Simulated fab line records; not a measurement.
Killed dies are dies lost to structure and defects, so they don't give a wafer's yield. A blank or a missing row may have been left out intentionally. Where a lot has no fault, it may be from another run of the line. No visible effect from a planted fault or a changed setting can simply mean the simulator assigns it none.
Chamber matching | flow n5_finfet | N5_FIN_SAQP_FIN_ETCH_36 on rie_si-06 has 4 sister chambers
The step etches the open film in HBr/Cl2/O2, target depth 120 nm, time 50.4 s. 7 wafers are shown with their chamber, then 7 later ones without.

## WAFERS PAIRED WITH THEIR CHAMBERS
wafer  | chamber | throttle_valve_pct (%) | drypump_motor_current_A (A)
L076.2 | 3       | 35.88                  | 5.2
L076.4 | 1       | 35.88                  | 5.6
L082.4 | 3       | 35.89                  | 5.3
L084.4 | 2       | 36.17                  | 5.8
L084.5 | 0       | 35.81                  | 5.2
L085.1 | 2       | 36.16                  | 5.7
L085.3 | 0       | 35.79                  | 5.2

## WAFERS MISSING THEIR CHAMBER
wafer  | throttle_valve_pct (%) | drypump_motor_current_A (A)
L085.5 | 35.80                  | 5.2
L089.1 | 35.87                  | 5.2
L089.5 | 35.79                  | 5.2
L089.6 | 35.89                  | 5.3
L096.1 | 35.90                  | 5.3
L096.4 | 36.16                  | 5.7
L096.5 | 35.80                  | 5.2

## CHAMBER TAKEN BY EACH
wafer  | from the rows above | in truth
L085.5 | 0                   | 0
L089.1 | 3                   | 3
L089.5 | 0                   | 0
L089.6 | 3                   | 3
L096.1 | 3                   | 3
L096.4 | 2                   | 2
L096.5 | 0                   | 0
Correct placement for 7 of the 7. Left unplaced by these rows: 0. Wrongly placed: 0.
How it was worked out, from the rows above alone: a wafer's distance from a chamber is the root of the sum, over the readings, of the square of ((its reading less the chamber's mean) divided by the reading's scatter). The wafer belongs to the nearest chamber; if the next one is less than 2 further off, it can't be placed. A chamber's mean is the mean of its shown wafers. The scatter is the square root of a quotient: the sum, over the shown wafers, of each reading's squared deviation from its chamber's mean, divided by wafers minus chambers.
